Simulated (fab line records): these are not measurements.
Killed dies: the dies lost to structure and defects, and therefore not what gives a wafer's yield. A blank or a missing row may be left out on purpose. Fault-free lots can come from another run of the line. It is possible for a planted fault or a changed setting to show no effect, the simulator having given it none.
Comparing a struck lot with a sound one ; flow nand harc ; 14 steps out of a route of 1159
Sound: wafers L318.2, L318.3, L318.5. Struck: wafer L329.1 (left out: L329.3, a lot-mate that was not struck); the cause follows at the end.
Per side, at each step with rows, come the tool, then ch with its chambers, and then its first start. Under that, the readings that differ: sound wafers ; struck wafers ; difference of the means ; sigmas: that difference in standard deviations of wafers without a fault.
alike: readings whose means differ by less than 2 such deviations, and words and numbers that are the same on both sides. not compared: withheld readings, readings that some wafer has no value for, bounds like >300 that may hide the same value, and numbers for which the record gives no deviation and whose values overlap.
The two part at a step that has a row with sigmas, a row that says differs or no value, or rows on one side only. Numbers that don't overlap but have no deviation are shown without sigmas and don't part them. A reading that every wafer of one side lacks parts them only if that side has two wafers or more.

first, 8 steps without rows for these wafers: NHARC_P_GATE_DEHYDRATE_18 (time 120 s); NHARC_P_GATE_HMDS_19 (time 30 s); NHARC_P_GATE_COAT_20 (resist thk 90 nm); NHARC_P_GATE_SOFTBAKE_21 (time 55 s); NHARC_P_GATE_EBR_22; NHARC_P_GATE_EXPOSE_23 (exposes mask P GATE, target cd 120 nm); NHARC_P_GATE_PEB_24 (peb time 65 s); NHARC_P_GATE_DEVELOP_25 (develop time 35 s).
NHARC_P_GATE_CD_MEAS_26 targets a cd of 120 nm.
  sound on cd sem-02 ch 0, day 4 17:16; struck on cd sem-02 ch 0, day 7 21:27
  alike: cd nm
NHARC_P_GATE_OVL_MEAS_27:
  sound on overlay-02 at day 4 17:21; struck on overlay-01 at day 7 21:32
  alike: overlay x nm, overlay y nm
NHARC_P_GATE_INSPECT_28:
  sound on defect inspect-02 at day 4 17:23; struck on defect inspect-01 at day 7 21:35
  alike: raw defect count
NHARC_P_GATE_DESCUM_31: chemistry O2, time 3 s.
  sound on rie diel-11 ch 1,2,3, day 4 17:28; struck on rie diel-11 ch 3, day 7 21:44
  alike: drypump motor current A, oes product au, rf vpp V, showerhead plenum p Torr, throttle valve pct
  not compared: rf hours counter h
NHARC_P_GATE_ETCH_104: etches the open film in CF4/CHF3, target depth 60 nm.
  sound on rie diel-11 ch 1,2, day 4 17:32; struck on rie diel-11 ch 1, day 7 21:49
reading;sound;struck;difference;sigmas
oes product au (a.u.);0.932 0.930 0.919;0.674;-0.253;-13
model.P_GATE.cd nm (nm);119.8 120.4 121.4;122.4;+1.9;
  alike: drypump motor current A, rf vpp V, showerhead plenum p Torr, throttle valve pct
NHARC_P_GATE_HM_OPEN_105: chemistry O2/COS, target depth 360 nm.
  sound: rie diel-11 ch 0,2,3; struck: rie diel-11 ch 2
  alike: drypump motor current A, oes product au, rf vpp V, showerhead plenum p Torr, throttle valve pct
  not compared: rf hours counter h

== WHERE THEY PART ==
Only at NHARC_P_GATE_ETCH_104, as far as this record shows. Later steps at which nothing parts them and some readings are alike: NHARC_P_GATE_HM_OPEN_105.

WHY: whatever the simulator had introduced
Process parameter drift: rie diel-11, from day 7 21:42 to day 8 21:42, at NHARC_P_GATE_ETCH_104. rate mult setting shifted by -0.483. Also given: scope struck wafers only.
